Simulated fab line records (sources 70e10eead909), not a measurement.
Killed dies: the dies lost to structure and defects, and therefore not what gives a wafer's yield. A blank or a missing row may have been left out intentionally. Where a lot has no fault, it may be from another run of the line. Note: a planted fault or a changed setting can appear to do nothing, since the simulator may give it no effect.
Problem report in the 8D (eight disciplines) form, filled by code ; flow nand harc ; the parts of the form that need people (team, actions taken, sign-off) are left out

1. WHAT WENT WRONG
At NHARC_END_SORT_01, sort_bin_2_pct averages 96.9 % over 6 wafers from 2 lots, while fault-free wafers read 1.5 %, standard deviation 0.56. That is +99 or more standard deviations from the usual mean.
First observed at day 22 22:43: wafer L568.1, on prober-01. The record holds 18 wafers of 6 lots with a number at this step. Rule for "out" (also "out of limits"): further than 4 standard deviations from the usual mean. The other wafers with a number count as sound.

2. WHAT IT IS, WHAT IT ISN'T
question;is;is not
which readings at this step;sort_bin_2_pct, defect limited yield, killed at array, killed dies, sort n pass, sort rim yield pct, sort yield pct;killed at other, killed at periphery, killed open, killed short, sort_bin_4_pct
which lots;L568, L571;L556, L574, L575, L577
which wafers of those lots;all that have a number;-
read on which gauges;prober-01, prober-02;-
when;from day 22 22:43;"up to then (3 sound wafers); but 9 sound wafers of L574, L575, L577 came after"

3. WHAT RULES OUT EACH SUSPECT
Counting: a tool at a process step up to the reading stays a suspect if it ran every lot that is out and no sound lot after the first of them.
- the gauge at NHARC_END_SORT_01 is ruled out. Those wafers that are out were read across 2 gauges (prober-01, prober-02).
- rie diel-09 at NHARC_A_BONDPAD_ETCH_12 (etches the open film in CHF3/O2, target depth 220 nm, time 110 s): ruled out as a lasting fault. Following L568 (day 20 17:15), the first lot on it that is out, the sound lots L575, L574, L577 were run on it.
- pvd sputter-02 at NHARC_A_BONDPAD_PRE_CLEAN_26 (time 30 s): ruled out as a lasting fault. Following L568 (day 20 18:50), the first lot on it that is out, the sound lots L575 were run on it. Because NHARC_A_BONDPAD_PRE_CLEAN_26 lacks a start for some lots, the hours and order of its lots are taken from NHARC_A_BONDPAD_ANNEAL_28.
Left after counting: nothing in the record.

4. THE CAUSE (what the simulator had put in)
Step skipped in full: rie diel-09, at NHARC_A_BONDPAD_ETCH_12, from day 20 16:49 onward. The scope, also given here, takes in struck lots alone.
Counting ruled it out, wrongly: the rule takes a fault to strike every lot that its tool runs from its start on, and this one did not.

5. SEQUENCE OF EFFECTS, ordered by route
One row per reading whose mean, taken over the struck wafers that have a number, lies over 3 standard deviations from the usual. Readings are gone through only where the record gives a usual standard deviation; hours: the median, over the lots, of the time from a lot's start at the first step in this table giving one to that lot's start at this step; sigmas: the change measured in usual standard deviations.
hours;step;reading;usual;on struck wafers;change;sigmas
0;NHARC_END_SORT_01;defect limited yield;95.1 %;0.0;-95.1;-73
0;NHARC_END_SORT_01;killed at array;29;674;+645;+77
0;NHARC_END_SORT_01;killed dies;33;677;+644;+72
0;NHARC_END_SORT_01;sort_bin_2_pct;1.5 %;96.9;+95.4;+99 or more
0;NHARC_END_SORT_01;sort n pass;644;0;-644;-72
0;NHARC_END_SORT_01;sort rim yield pct;96.2 %;0.0;-96.2;-44
0;NHARC_END_SORT_01;sort yield pct;95.1 %;0.0;-95.1;-73
Readings that are blank on the struck wafers while sound wafers have them: bias w at NHARC_A_BONDPAD_ETCH_12; chamber pressure mTorr at NHARC_A_BONDPAD_ETCH_12; drypump motor current A at NHARC_A_BONDPAD_ETCH_12; mfc ar sccm at NHARC_A_BONDPAD_ETCH_12; oes product au at NHARC_A_BONDPAD_ETCH_12; rf vpp V at NHARC_A_BONDPAD_ETCH_12; showerhead plenum p Torr at NHARC_A_BONDPAD_ETCH_12; throttle valve pct at NHARC_A_BONDPAD_ETCH_12.

6. HOW IT WOULD HAVE BEEN CAUGHT EARLIER
The first out-of-limits reading at a measuring or inspecting step in this record came at day 22 22:43, 54 hours after the fault's start at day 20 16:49.
At NHARC_A_BONDPAD_ETCH_12 the tool's readings are blank on the struck wafers, where sound wafers have them: an empty tool record is the first sign, and it was there at once.
